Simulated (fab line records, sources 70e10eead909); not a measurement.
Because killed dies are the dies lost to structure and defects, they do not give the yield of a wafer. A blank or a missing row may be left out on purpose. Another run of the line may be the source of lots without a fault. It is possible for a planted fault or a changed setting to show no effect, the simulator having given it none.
Chamber matching -- flow nand_harc -- 4 sister chambers for NHARC_A_BONDPAD_ETCH_34 on rie_diel-03
The step etches the open film in N2/H2, target depth 60 nm, overetch 18 nm, time 65.91 s. 30 wafers are shown with their chamber, then 12 later ones without.

== WAFERS WITH THEIR CHAMBER ==
wafer,chamber,showerhead_plenum_p_Torr (Torr),drypump_motor_current_A (A),rf_vpp_V (V)
L075.1,1,2.04,5.3,428.9
L075.5,3,2.02,5.7,429.3
L075.6,2,2.20,5.5,435.0
L078.2,3,2.02,5.7,430.9
L078.3,2,2.20,5.5,435.3
L078.4,0,2.00,5.0,429.3
L081.1,3,2.02,5.7,430.7
L081.4,1,2.04,5.3,430.3
L081.6,2,2.20,5.5,434.9
L083.1,2,2.20,5.5,435.0
L083.2,0,1.99,4.9,429.1
L083.3,1,2.04,5.3,431.2
L083.4,3,2.02,5.7,431.3
L083.5,1,2.04,5.3,430.4
L083.6,0,1.99,5.0,429.4
L086.1,2,2.20,5.4,433.9
L086.3,3,2.02,5.7,429.7
L086.6,3,2.02,5.7,430.1
L087.3,0,1.99,5.0,429.0
L087.5,1,2.04,5.3,431.5
L087.6,2,2.20,5.5,435.5
L085.1,0,1.99,5.0,429.1
L085.5,1,2.04,5.3,429.3
L085.6,2,2.20,5.5,434.2
L089.1,1,2.04,5.3,428.2
L089.2,0,1.99,5.0,429.0
L089.5,1,2.04,5.3,430.5
L090.1,2,2.20,5.4,433.8
L090.3,0,1.99,4.9,429.8
L090.6,2,2.20,5.4,433.3

SIGNATURES (averages over the wafers above)
reading,chamber 0,chamber 1,chamber 2,chamber 3,scatter within a chamber
showerhead_plenum_p_Torr,1.9914,2.0400,2.2000,2.0200,0.00182
drypump_motor_current_A,4.971,5.300,5.467,5.700,0.0363
rf_vpp_V,429.243,430.038,434.544,430.333,0.813
Rule: a wafer lies at a distance from a chamber equal to the root of the sum of squares, over the readings, of (its reading less the chamber's mean, divided by the reading's scatter). If the next closest chamber is less than 2 further off than the closest, the wafer can't be placed; otherwise it belongs to the closest. The scatter: the root of (the sum of the squares of (reading less its chamber's mean) over the shown wafers, divided by (wafers less chambers)).

== WAFERS MISSING THEIR CHAMBER ==
wafer,showerhead_plenum_p_Torr (Torr),drypump_motor_current_A (A),rf_vpp_V (V)
L092.1,2.20,5.4,435.5
L092.2,1.99,5.0,430.0
L092.4,2.02,5.7,429.9
L094.1,1.99,5.0,428.4
L094.3,2.04,5.3,429.7
L094.4,2.02,5.7,429.2
L096.2,1.99,5.0,429.5
L096.4,2.20,5.4,435.0
L096.6,2.01,5.7,430.5
L097.1,2.20,5.5,434.3
L097.3,2.04,5.3,429.0
L097.5,2.01,5.7,429.4

== CHAMBER TAKEN BY EACH ==
wafer,from the rows above,in truth
L092.1,2,2
L092.2,0,0
L092.4,3,3
L094.1,0,0
L094.3,1,1
L094.4,3,3
L096.2,0,0
L096.4,2,2
L096.6,3,3
L097.1,2,2
L097.3,1,1
L097.5,3,3
Placed correctly: 12 of 12. From these rows, 0 cannot be placed. Number placed wrongly: 0.
